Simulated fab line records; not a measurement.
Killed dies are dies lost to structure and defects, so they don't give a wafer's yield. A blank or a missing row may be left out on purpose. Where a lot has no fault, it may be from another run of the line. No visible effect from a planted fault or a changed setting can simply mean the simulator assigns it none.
A struck lot beside a sound one    flow n5 finfet    28 steps out of a route of 1938
Sound: the wafers L340.1, L340.4, L340.6. Wafers struck: L354.1, L354.4, L354.5. The cause comes at the end.
Per side, at each step with rows, come the tool, then ch with its chambers, and then its first start. Under that, the readings that differ: sound wafers    struck wafers    difference of the means    sigmas: that difference in standard deviations of wafers without a fault.
alike: readings with means less than 2 such deviations apart, plus words and numbers identical on both sides. not compared: withheld readings, readings lacking a value on some wafer, bounds such as >300 that could conceal the same value, and numbers that have no deviation in the record and whose values overlap.
A row with sigmas, a row that says differs or no value, or rows on one side alone: a step with any of these is where the two part. Numbers that have no deviation but don't overlap get no sigmas and don't part them. Lack of a reading on every wafer of one side parts them only where that side has two or more wafers.

first, 9 steps without rows for these wafers: N5_BEOL_M3_COAT_05 (resist thk 30 nm); N5_BEOL_M3_EBR_07; N5_BEOL_M3_SOFTBAKE_06 (time 60 s); N5_BEOL_M3_EXPOSE_08 (exposes mask M3); N5_BEOL_M3_PEB_09 (peb time 60 s); N5_BEOL_M3_DEVELOP_10 (develop time 30 s); N5_BEOL_M3_DESCUM_16 (chemistry O2, time 7 s); N5_BEOL_M3_ETCH_74 (etches underlayer in N2/H2, target depth 6.5 nm, time 5.2 s); N5_BEOL_M3_ETCH_63 (etches SiARC in CF4, target depth 15.6 nm, time 26 s).
N5_BEOL_M3_ETCH_64: etches SOC in N2/H2, target depth 75 nm, overetch 15 nm, time 112.5 s.
  sound on rie diel-06 ch 0,2, day 9 05:21; struck on rie diel-06 ch 0,2,3, day 12 18:00
  alike: drypump motor current A, oes product au, rf fwd power W, rf vpp V, showerhead plenum p Torr, throttle valve pct
  not compared: rf hours counter h
then, 14 steps without rows for these wafers: N5_BEOL_M3_STRIP_65 (strips in N2/H2); N5_BEOL_M3_STRIP_75 (strips in N2/H2); N5_BEOL_M3_STRIP_66 (strips in CF4); N5_BEOL_M3_HM_OPEN_17 (chemistry Cl2/BCl3, target TiN, target depth 20 nm, overetch 6 nm); N5_BEOL_M3_STRIP_19 (strips in O2); N5_BEOL_M3_COAT_67 (time 60 s, resist thk 60 nm); N5_BEOL_M3_COAT_68 (time 60 s, resist thk 12 nm); N5_BEOL_M3_COAT_76 (time 60 s, resist thk 5 nm); N5_BEOL_M3_COAT_22 (resist thk 30 nm); N5_BEOL_M3_EBR_24; N5_BEOL_M3_SOFTBAKE_23 (time 60 s); N5_BEOL_M3_EXPOSE_25 (exposes mask V2, defocus 5 nm); N5_BEOL_M3_PEB_26 (peb time 60 s); N5_BEOL_M3_DEVELOP_27 (develop time 30 s).
N5_BEOL_M3_INSPECT_30: inspects for defects (brightfield).
  sound: defect inspect-01 at day 9 06:07; struck: defect inspect-02 at day 12 18:45
reading           sound        struck          difference  sigmas
raw defect count  454 401 394  1586 1561 1468  +1122       +13
then, 1 step without rows for these wafers: N5_BEOL_M3_DESCUM_33 (chemistry O2, time 7 s).
N5_BEOL_M4_RC_MEAS_101:
  sound on prober-01 ch 0, day 9 21:31; struck on prober-01 ch 0, day 13 11:35
  alike: DIBL_N, DIBL_P, IOFF_N, IOFF_P, ION_N, ION_P, SS_N, SS_P, VT_N, VT_P
-- here the record skips 4 days between the struck wafers' starts before and after, leaving off in module BEOL_M4 and picking up in module PASSIVATION (first step shown: number 1936 of the route) --
N5_PASSIVATION_PROBE_49:
  sound: prober-02 at day 14 07:17; struck: prober-01 at day 17 11:31
reading                   sound           struck          difference  sigmas
defect limited yield (%)  91.4 89.1 88.7  78.7 80.9 79.7  -10.0       -7
killed_at_M0_to_M3        45 43 44        173 152 166     +120        +11
killed dies               102 129 133     251 225 239     +117        +7
killed on rim             13 22 10        26 29 25        +12         +3
sort_bin_5_function (%)   4.9 6.4 7.5     13.4 11.5 12.3  +6.1        +6
sort n pass               1078 1051 1047  929 955 941     -117        -7
sort yield pct (%)        91.4 89.1 88.7  78.7 80.9 79.7  -10.0       -6
  alike: killed_at_M4_up, killed at contacts, killed at front end, killed at other, killed open, killed short, sort_bin_6_memory

== WHERE THEY PART ==
Last at N5_PASSIVATION_PROBE_49 as far as this record goes, first at N5_BEOL_M3_INSPECT_30.

WHY: whatever the simulator had introduced
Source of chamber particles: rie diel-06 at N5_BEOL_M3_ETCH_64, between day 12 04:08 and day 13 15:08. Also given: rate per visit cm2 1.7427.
